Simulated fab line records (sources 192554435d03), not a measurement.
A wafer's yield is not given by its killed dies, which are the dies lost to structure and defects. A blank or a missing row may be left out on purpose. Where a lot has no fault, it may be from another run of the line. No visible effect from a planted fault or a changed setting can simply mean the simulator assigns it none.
Lot-split experiment | flow n5_finfet | on a route of 1938 steps: 7 lots, 39 wafers read

== ABOUT THE SPLIT ==
At N5_BEOL_M6_ILD_DEP_00 (deposits SiCOH lowk from DEMS/porogen, target thk 179.75 nm, time 33.4 s), the setting target_thk_a was moved away from the recipe's 1797.5 angstrom on 12 of the 39 wafers read, by -58.9% to +49.9%. The other wafers ran this setting at the recipe's value.

== FROM THE SPLIT ON TO THE READING: in between, the file shows 1 step ==
- N5_BEOL_M6_CURE_74: cures SiCOH lowk, time 240 s

== THE READING ==
M6_ILD_THK at N5_BEOL_M6_THK_MEAS_01, in nm. A value of 154.3 nm with a standard deviation of 2.2 nm is what fault-free wafers of this fab line usually give.

wafer  | tool, chamber at the split | target_thk_a as run, angstrom | against the recipe | M6_ILD_THK, nm | against lot-mates on the recipe
L077.1 | pecvd-02, 1                | 1797.5                        | recipe             | 149.0          | -
L077.2 | pecvd-02, 2                | 1797.5                        | recipe             | 150.1          | -
L077.3 | pecvd-02, 0                | 738.5                         | -58.9%             | 62.0           | -89.3
L077.4 | pecvd-02, 0                | 1797.5                        | recipe             | 154.8          | -
L077.5 | pecvd-02, 1                | 738.5                         | -58.9%             | 59.3           | -92.0
L077.6 | pecvd-02, 2                | 738.5                         | -58.9%             | 61.6           | -89.7
L078.1 | pecvd-02, 2                | 1797.5                        | recipe             | 151.3          | -
L078.2 | pecvd-02, 1                | 836.8                         | -53.4%             | 68.1           | -85.0
L078.3 | pecvd-02, 0                | 836.8                         | -53.4%             | 69.9           | -83.2
L078.4 | pecvd-02, 0                | 836.8                         | -53.4%             | 70.4           | -82.7
L078.5 | pecvd-02, 1                | 1797.5                        | recipe             | 153.2          | -
L078.6 | pecvd-02, 2                | 1797.5                        | recipe             | 154.7          | -
L083.1 | pecvd-03, 1                | 1797.5                        | recipe             | 154.7          | -
L083.2 | pecvd-03, 0                | 2694                          | +49.9%             | 228.7          | +73.6
L083.3 | pecvd-03, 2                | 2694                          | +49.9%             | 231.4          | +76.3
L083.4 | pecvd-03, 2                | 1797.5                        | recipe             | 156.7          | -
L083.5 | pecvd-03, 1                | 2694                          | +49.9%             | 234.7          | +79.6
L083.6 | pecvd-03, 0                | 1797.5                        | recipe             | 154.0          | -
L085.1 | pecvd-03, 1                | 1797.5                        | recipe             | 153.2          | -
L085.2 | pecvd-03, 0                | 1797.5                        | recipe             | 151.0          | -
L085.3 | pecvd-03, 2                | 1423                          | -20.8%             | 118.7          | -34.1
L085.4 | pecvd-03, 0                | 1423                          | -20.8%             | 119.2          | -33.6
L085.5 | pecvd-03, 1                | 1423                          | -20.8%             | 120.2          | -32.6
L085.6 | pecvd-03, 2                | 1797.5                        | recipe             | 154.2          | -
L087.3 | pecvd-02, 1                | 1797.5                        | recipe             | 152.0          | -
L087.5 | pecvd-02, 1                | 1797.5                        | recipe             | 153.3          | -
L087.6 | pecvd-02, 2                | 1797.5                        | recipe             | 154.5          | -
L093.1 | pecvd-04, 2                | 1797.5                        | recipe             | 153.2          | -
L093.2 | pecvd-04, 1                | 1797.5                        | recipe             | 156.1          | -
L093.3 | pecvd-04, 0                | 1797.5                        | recipe             | 153.6          | -
L093.4 | pecvd-04, 2                | 1797.5                        | recipe             | 153.8          | -
L093.5 | pecvd-04, 0                | 1797.5                        | recipe             | 155.3          | -
L093.6 | pecvd-04, 1                | 1797.5                        | recipe             | 156.0          | -
L095.1 | pecvd-03, 1                | 1797.5                        | recipe             | 154.0          | -
L095.2 | pecvd-03, 0                | 1797.5                        | recipe             | 149.2          | -
L095.3 | pecvd-03, 2                | 1797.5                        | recipe             | 151.9          | -
L095.4 | pecvd-03, 1                | 1797.5                        | recipe             | 155.9          | -
L095.5 | pecvd-03, 0                | 1797.5                        | recipe             | 151.8          | -
L095.6 | pecvd-03, 2                | 1797.5                        | recipe             | 152.9          | -

THE FIT
A straight line over all 39 wafers: M6_ILD_THK changes by +1.57 nm for each +1% of target_thk_a; r = +1.00; the points scatter about the line by 1.9 nm.
The same after taking each lot's own level away (the mean of its wafers on the recipe; 39 wafers): +1.54 nm for each +1%; r = +1.00; scatter 1.7 nm.
According to that fit, moving target_thk_a by its largest amount changes the reading by 91 nm.
Across the lots, their own levels run from 151.30 to 155.13 nm, a range of 1.7 times the standard deviation given above.
Consequently the slope shifts little with the lot-to-lot level, the two slopes agreeing.
Check: for one of the wafers moved furthest among these (-58.9%), held out of the fit, the line's prediction against its lot-mates is -91.5 nm. Against them it came out at -89.3 nm.

== THE WHOLE CHAIN: every reading that the file lists as answering this split, in the file's order ==
step                   | what it does                                                             | reading                                                                                  | change (the file's fit)              | r (the file's)
N5_BEOL_M6_ILD_DEP_00  | deposits SiCOH lowk from DEMS/porogen, target thk 179.75 nm, time 33.4 s | SiCOH_lowk_of_BEOL_M6_ILD_DEP_00.thk_nm (the simulator's own value, which no gauge read) | +1.78 nm for each +1% of the setting | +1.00
N5_BEOL_M6_CURE_74     | cures SiCOH lowk, time 240 s                                             | SiCOH_lowk_of_BEOL_M6_ILD_DEP_00.thk_nm (the simulator's own value, which no gauge read) | +1.55 nm for each +1% of the setting | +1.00
N5_BEOL_M6_THK_MEAS_01 |                                                                          | M6_ILD_THK                                                                               | +1.55 for each +1% of the setting    | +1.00

== FILE'S OWN FIT ==
M6_ILD_THK changes by +1.55 nm for each +1% of target_thk_a, r = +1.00.
